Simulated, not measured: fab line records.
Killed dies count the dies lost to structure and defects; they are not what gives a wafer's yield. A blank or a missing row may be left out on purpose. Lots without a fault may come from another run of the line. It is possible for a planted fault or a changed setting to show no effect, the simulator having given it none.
Chamber matching -- flow n5_finfet -- N5_DUMMY_GATE_ETCH_29 on rie_diel-04: 4 sister chambers
The step etches underlayer in N2/H2, target depth 13 nm. 4 wafers are shown with their chamber, then 10 later ones without.

EACH WAFER AND ITS CHAMBER
wafer,chamber,showerhead_plenum_p_Torr (Torr)
L080.1,2,2.67
L086.1,1,2.52
L088.2,0,2.41
L088.3,3,2.60

WAFERS WITHOUT THEIR CHAMBER
wafer,showerhead_plenum_p_Torr (Torr)
L088.5,2.41
L090.1,2.52
L090.4,2.52
L090.5,2.60
L094.1,2.52
L094.2,2.40
L094.3,2.60
L094.4,2.60
L094.5,2.52
L094.6,2.40

THE CHAMBER EACH PASSED THROUGH
wafer,from the rows above,in truth
L088.5,0,0
L090.1,1,1
L090.4,1,1
L090.5,3,3
L094.1,1,1
L094.2,0,0
L094.3,3,3
L094.4,3,3
L094.5,1,1
L094.6,0,0
Correct placement for 10 of the 10. Can't be placed from these rows: 0. Wrongly placed: 0.
How it was worked out, from the rows above alone: a wafer's distance from a chamber is the root of the sum, over the readings, of the square of ((its reading less the chamber's mean) divided by the reading's scatter). The wafer belongs to the nearest chamber; if the next one is less than 2 further off, it can't be placed. A chamber's mean is the mean of its shown wafers. The scatter: with one shown wafer a chamber, the root of the mean of the squares of how far each hidden wafer lies from its nearest shown one.
